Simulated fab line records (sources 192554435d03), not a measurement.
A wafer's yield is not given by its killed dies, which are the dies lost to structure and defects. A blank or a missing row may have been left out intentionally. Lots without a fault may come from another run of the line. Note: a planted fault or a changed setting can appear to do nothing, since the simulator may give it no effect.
Chamber matching	flow n5 finfet	N5_HKMG_FIN_ETCH_67 on rie diel-04 has 4 sister chambers
The step etches SOC in N2/H2, stops on TiN, target depth 388.9 nm. 4 wafers are shown with their chamber, then 11 later ones without.

WAFERS, EACH WITH ITS CHAMBER
wafer	chamber	throttle valve pct (%)
L090.1	1	17.94
L090.3	3	17.61
L090.5	2	17.80
L093.1	0	18.29

WAFERS WITH NO CHAMBER GIVEN
wafer	throttle valve pct (%)
L093.2	17.81
L093.4	17.64
L095.1	17.79
L095.2	17.96
L095.3	18.27
L095.4	17.63
L095.5	17.95
L095.6	18.28
L096.2	17.81
L096.4	17.65
L096.6	17.95

EACH ONE'S CHAMBER
wafer	from the rows above	in truth
L093.2	2	2
L093.4	3	3
L095.1	2	2
L095.2	1	1
L095.3	0	0
L095.4	3	3
L095.5	1	1
L095.6	0	0
L096.2	2	2
L096.4	3	3
L096.6	1	1
Correct placement for 11 of the 11. Left unplaced by these rows: 0. Wrongly placed: 0.
How it was worked out, from the rows above alone: a wafer's distance from a chamber is the root of the sum, over the readings, of the square of ((its reading less the chamber's mean) divided by the reading's scatter). The wafer belongs to the nearest chamber; if the next one is less than 2 further off, it can't be placed. The mean given for a chamber averages the wafers shown for that chamber. The scatter: root of mean squared gap, hidden wafer to nearest shown wafer, with one shown wafer a chamber.
